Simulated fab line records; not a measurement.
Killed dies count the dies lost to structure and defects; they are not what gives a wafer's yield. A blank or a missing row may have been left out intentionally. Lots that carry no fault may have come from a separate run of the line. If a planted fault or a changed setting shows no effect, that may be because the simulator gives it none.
Split-lot experiment	flow n5_finfet	21 wafers read from 7 lots, route of 1938 steps

THE SPLIT
At N5_BEOL_M13_PEB_26 (peb time 90 s), the setting peb_time_s was moved away from the recipe's 90 s on 7 of the 21 wafers read, by -15.2% to +20.3%. For the rest of the wafers, this setting stayed at what the recipe calls for.

FROM THE SPLIT TO THE READING: what the file shows between them, 2 steps
- N5_BEOL_M13_DEVELOP_27: develop time 45 s
- N5_BEOL_M13_HARDBAKE_32: time 120 s

THE READING
cd_nm (nm) at N5_BEOL_M13_CD_MEAS_28, where the cd target is 209.5 nm. A value of 209.2 nm with a standard deviation of 1.1 nm is what fault-free wafers of this fab line usually give.

wafer	tool, chamber at the split	peb_time_s as run, s	against the recipe	cd_nm, nm	against lot-mates on the recipe
L081.1	litho_track-02, 0	90	recipe	209.3	-
L081.2	litho_track-02, 0	101.9	+13.2%	211.3	+2.0
L081.3	litho_track-02, 0	101.9	+13.2%	213.1	+3.8
L084.2	litho_track-01, 0	90	recipe	208.3	-
L084.3	litho_track-01, 0	90	recipe	208.8	-
L084.6	litho_track-01, 0	108.3	+20.3%	212.1	+3.5
L082.2	litho_track-02, 0	90	recipe	209.1	-
L082.4	litho_track-02, 0	90	recipe	209.0	-
L082.6	litho_track-02, 0	90	recipe	207.6	-
L087.1	litho_track-02, 0	90	recipe	208.8	-
L087.2	litho_track-02, 0	90	recipe	210.9	-
L087.3	litho_track-02, 0	107.7	+19.7%	213.1	+3.2
L090.2	litho_track-01, 0	90	recipe	207.8	-
L090.3	litho_track-01, 0	90	recipe	208.3	-
L090.5	litho_track-01, 0	82.77	-8.0%	207.0	-1.1
L092.2	litho_track-01, 0	90	recipe	210.8	-
L092.4	litho_track-01, 0	90	recipe	208.5	-
L092.6	litho_track-01, 0	90	recipe	208.5	-
L091.2	litho_track-01, 0	90	recipe	209.3	-
L091.3	litho_track-01, 0	76.3	-15.2%	206.2	-3.1
L091.6	litho_track-01, 0	76.3	-15.2%	204.8	-4.5

FIT RESULTS
A straight line over all 21 wafers: cd_nm changes by +0.211 nm for each +1% of peb_time_s; r = +0.90; the points scatter about the line by 0.93 nm.
The same after taking each lot's own level away (the mean of its wafers on the recipe; 21 wafers): +0.202 nm for each +1%; r = +0.92; scatter 0.8 nm.
The reading moves by 4.1 nm for the largest change in peb_time_s, on that fit.
The span of the lots' own levels, 208.05 to 209.85 nm, comes to 1.6 times the standard deviation stated above.
Consequently the slope shifts little with the lot-to-lot level, the two slopes agreeing.
Check: with one of the wafers moved furthest among these (+20.3%) left out of the fit, the line predicts +4.2 nm for it against its lot-mates. Against them it came out at +3.55 nm.

ADDITIONAL SPLITS CARRIED BY THESE WAFERS
Other splits were also applied to these wafers ahead of the reading. Each is held against what the fit with the lots' levels taken away leaves over:
other split on the same wafers	wafers away from the commonest value	r with cd_nm (lot level and that fit taken away)
N5_BEOL_M12_STRIP_37 h2_flow_sccm	3	-0.07

THE WHOLE CHAIN: every reading that the file lists as answering this split, in the file's order
step	what it does	reading	change (the file's fit)	r (the file's)
N5_BEOL_M13_CD_MEAS_28	target cd 209.5 nm	cd_nm	+0.187 nm for each +1% of the setting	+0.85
N5_BEOL_M13_DESCUM_33	chemistry O2, time 7.9 s	BEOL_M13.cd_nm (the simulator's own value, which no gauge read)	+0.186 nm for each +1% of the setting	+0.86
N5_BEOL_M13_ETCH_67	etches SiARC in CF4, target depth 143 nm, time 238.3 s	BEOL_M13.cd_nm (the simulator's own value, which no gauge read)	+0.23 nm for each +1% of the setting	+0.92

THE FILE'S OWN FIT
cd_nm changes by +0.187 nm for each +1% of peb_time_s, r = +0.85.
